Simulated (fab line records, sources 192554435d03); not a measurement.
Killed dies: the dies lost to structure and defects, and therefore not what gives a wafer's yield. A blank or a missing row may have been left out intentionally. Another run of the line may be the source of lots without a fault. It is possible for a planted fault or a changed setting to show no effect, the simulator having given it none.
Split-lot study || flow n5 finfet || 21 wafers read across 7 lots, on a route 1938 steps long

## SPLIT DETAILS
At N5_FIN_CUT_COAT_02 (resist thk 30 nm), the setting spin rpm was moved away from the recipe's 1500 rpm on 6 of the 21 wafers read, by -9.8% to +10.0%. For the rest of the wafers, this setting stayed at what the recipe calls for.

## FROM THE SPLIT TO THE READING: what the file shows between them, 4 steps
- N5_FIN_CUT_EBR_04
- N5_FIN_CUT_SOFTBAKE_03: time 60 s
- N5_FIN_CUT_EXPOSE_05: exposes mask FIN CUT
- N5_FIN_CUT_PEB_06: peb time 60 s

## THE READING
CAR-EUV_of_FIN_CUT_COAT_02.thk nm (the simulator's own value, which no gauge read), in nm, at N5_FIN_CUT_DEVELOP_07 (develop time 30 s). The file does not state a usual value for it. The 15 wafers here that ran the recipe average 29.7 nm, standard deviation 0.088 nm.

{"wafer": "L074.3", "tool, chamber at the split": "litho track-04, 0", "spin rpm as run, rpm": 1500, "against the recipe": "recipe", "CAR-EUV_of_FIN_CUT_COAT_02.thk nm, nm": 29.8, "against lot-mates on the recipe": "-"}
{"wafer": "L074.4", "tool, chamber at the split": "litho track-04, 0", "spin rpm as run, rpm": 1500, "against the recipe": "recipe", "CAR-EUV_of_FIN_CUT_COAT_02.thk nm, nm": 29.8, "against lot-mates on the recipe": "-"}
{"wafer": "L074.6", "tool, chamber at the split": "litho track-04, 0", "spin rpm as run, rpm": 1500, "against the recipe": "recipe", "CAR-EUV_of_FIN_CUT_COAT_02.thk nm, nm": 29.8, "against lot-mates on the recipe": "-"}
{"wafer": "L076.3", "tool, chamber at the split": "litho track-02, 0", "spin rpm as run, rpm": 1500, "against the recipe": "recipe", "CAR-EUV_of_FIN_CUT_COAT_02.thk nm, nm": 29.8, "against lot-mates on the recipe": "-"}
{"wafer": "L076.4", "tool, chamber at the split": "litho track-02, 0", "spin rpm as run, rpm": 1500, "against the recipe": "recipe", "CAR-EUV_of_FIN_CUT_COAT_02.thk nm, nm": 29.6, "against lot-mates on the recipe": "-"}
{"wafer": "L076.6", "tool, chamber at the split": "litho track-02, 0", "spin rpm as run, rpm": 1353, "against the recipe": "-9.8%", "CAR-EUV_of_FIN_CUT_COAT_02.thk nm, nm": 31.2, "against lot-mates on the recipe": "+1.5"}
{"wafer": "L081.2", "tool, chamber at the split": "litho track-01, 0", "spin rpm as run, rpm": 1500, "against the recipe": "recipe", "CAR-EUV_of_FIN_CUT_COAT_02.thk nm, nm": 29.6, "against lot-mates on the recipe": "-"}
{"wafer": "L081.3", "tool, chamber at the split": "litho track-01, 0", "spin rpm as run, rpm": 1500, "against the recipe": "recipe", "CAR-EUV_of_FIN_CUT_COAT_02.thk nm, nm": 29.6, "against lot-mates on the recipe": "-"}
{"wafer": "L081.4", "tool, chamber at the split": "litho track-01, 0", "spin rpm as run, rpm": 1500, "against the recipe": "recipe", "CAR-EUV_of_FIN_CUT_COAT_02.thk nm, nm": 29.6, "against lot-mates on the recipe": "-"}
{"wafer": "L084.3", "tool, chamber at the split": "litho track-04, 0", "spin rpm as run, rpm": 1500, "against the recipe": "recipe", "CAR-EUV_of_FIN_CUT_COAT_02.thk nm, nm": 29.6, "against lot-mates on the recipe": "-"}
{"wafer": "L084.4", "tool, chamber at the split": "litho track-04, 0", "spin rpm as run, rpm": 1650, "against the recipe": "+10.0%", "CAR-EUV_of_FIN_CUT_COAT_02.thk nm, nm": 28.2, "against lot-mates on the recipe": -1.4}
{"wafer": "L084.5", "tool, chamber at the split": "litho track-04, 0", "spin rpm as run, rpm": 1650, "against the recipe": "+10.0%", "CAR-EUV_of_FIN_CUT_COAT_02.thk nm, nm": 28.2, "against lot-mates on the recipe": -1.4}
{"wafer": "L094.4", "tool, chamber at the split": "litho track-04, 0", "spin rpm as run, rpm": 1359, "against the recipe": "-9.4%", "CAR-EUV_of_FIN_CUT_COAT_02.thk nm, nm": 31, "against lot-mates on the recipe": "+1.4"}
{"wafer": "L094.6", "tool, chamber at the split": "litho track-04, 0", "spin rpm as run, rpm": 1359, "against the recipe": "-9.4%", "CAR-EUV_of_FIN_CUT_COAT_02.thk nm, nm": 31, "against lot-mates on the recipe": "+1.4"}
{"wafer": "L094.5", "tool, chamber at the split": "litho track-04, 0", "spin rpm as run, rpm": 1500, "against the recipe": "recipe", "CAR-EUV_of_FIN_CUT_COAT_02.thk nm, nm": 29.6, "against lot-mates on the recipe": "-"}
{"wafer": "L095.1", "tool, chamber at the split": "litho track-04, 0", "spin rpm as run, rpm": 1500, "against the recipe": "recipe", "CAR-EUV_of_FIN_CUT_COAT_02.thk nm, nm": 29.6, "against lot-mates on the recipe": "-"}
{"wafer": "L095.4", "tool, chamber at the split": "litho track-04, 0", "spin rpm as run, rpm": 1500, "against the recipe": "recipe", "CAR-EUV_of_FIN_CUT_COAT_02.thk nm, nm": 29.6, "against lot-mates on the recipe": "-"}
{"wafer": "L095.5", "tool, chamber at the split": "litho track-04, 0", "spin rpm as run, rpm": 1500, "against the recipe": "recipe", "CAR-EUV_of_FIN_CUT_COAT_02.thk nm, nm": 29.6, "against lot-mates on the recipe": "-"}
{"wafer": "L096.4", "tool, chamber at the split": "litho track-02, 0", "spin rpm as run, rpm": 1553, "against the recipe": "+3.5%", "CAR-EUV_of_FIN_CUT_COAT_02.thk nm, nm": 29.2, "against lot-mates on the recipe": -0.4}
{"wafer": "L096.5", "tool, chamber at the split": "litho track-02, 0", "spin rpm as run, rpm": 1500, "against the recipe": "recipe", "CAR-EUV_of_FIN_CUT_COAT_02.thk nm, nm": 29.6, "against lot-mates on the recipe": "-"}
{"wafer": "L096.6", "tool, chamber at the split": "litho track-02, 0", "spin rpm as run, rpm": 1500, "against the recipe": "recipe", "CAR-EUV_of_FIN_CUT_COAT_02.thk nm, nm": 29.6, "against lot-mates on the recipe": "-"}

FIT RESULTS
A straight line over all 21 wafers: CAR-EUV_of_FIN_CUT_COAT_02.thk nm changes by -0.147 nm for each +1% of spin rpm; r = -0.99; the points scatter about the line by 0.084 nm.
The same after taking each lot's own level away (the mean of its wafers on the recipe; 21 wafers): -0.145 nm for each +1%; r = -1.00; scatter 0.046 nm.
The reading moves by 1.4 nm for the largest change in spin rpm, on that fit.
Measured against the standard deviation above, the lots' own levels, which go from 29.60 to 29.80 nm, span 2.3 times it.
The two slopes agree, so the slope changes little with the lot-to-lot level.
Check: for one of the wafers moved furthest among these (+10.0%), held out of the fit, the line's prediction against its lot-mates is -1.44 nm. Against them it came out at -1.4 nm.

## ADDITIONAL SPLITS CARRIED BY THESE WAFERS
These wafers also went through other splits before the reading. Each is held against what the fit with the lots' levels taken away leaves over:
{"other split on the same wafers": "N5_ZERO_LAYER_EXPOSE_08 dose mj", "wafers away from the commonest value": 2, "r with CAR-EUV_of_FIN_CUT_COAT_02.thk nm (lot level and that fit taken away)": "+0.36"}
{"other split on the same wafers": "N5_ZERO_LAYER_DEVELOP_10 develop time s", "wafers away from the commonest value": 9, "r with CAR-EUV_of_FIN_CUT_COAT_02.thk nm (lot level and that fit taken away)": "+0.20"}
{"other split on the same wafers": "N5_WELL_APT_EXPOSE_22 dose mj", "wafers away from the commonest value": 8, "r with CAR-EUV_of_FIN_CUT_COAT_02.thk nm (lot level and that fit taken away)": -0.45}
{"other split on the same wafers": "N5_WELL_APT_PEB_23 peb time s", "wafers away from the commonest value": 4, "r with CAR-EUV_of_FIN_CUT_COAT_02.thk nm (lot level and that fit taken away)": "+0.03"}
{"other split on the same wafers": "N5_FIN_SAQP_SPACER1_ALD_24 ald cycles", "wafers away from the commonest value": 8, "r with CAR-EUV_of_FIN_CUT_COAT_02.thk nm (lot level and that fit taken away)": "+0.23"}

## THE WHOLE CHAIN: every reading that the file lists as answering this split, in the file's order
{"step": "N5_FIN_CUT_COAT_02", "what it does": "resist thk 30 nm", "reading": "CAR-EUV_of_FIN_CUT_COAT_02.thk nm (the simulator's own value, which no gauge read)", "change (the file's fit)": "-0.144 nm for each +1% of the setting", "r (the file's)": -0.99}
{"step": "N5_FIN_CUT_DEVELOP_07", "what it does": "develop time 30 s", "reading": "CAR-EUV_of_FIN_CUT_COAT_02.thk nm (the simulator's own value, which no gauge read)", "change (the file's fit)": "-0.146 nm for each +1% of the setting", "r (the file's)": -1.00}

## THE FILE'S OWN FIT
CAR-EUV_of_FIN_CUT_COAT_02.thk nm changes by -0.146 nm for each +1% of spin rpm, r = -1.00.
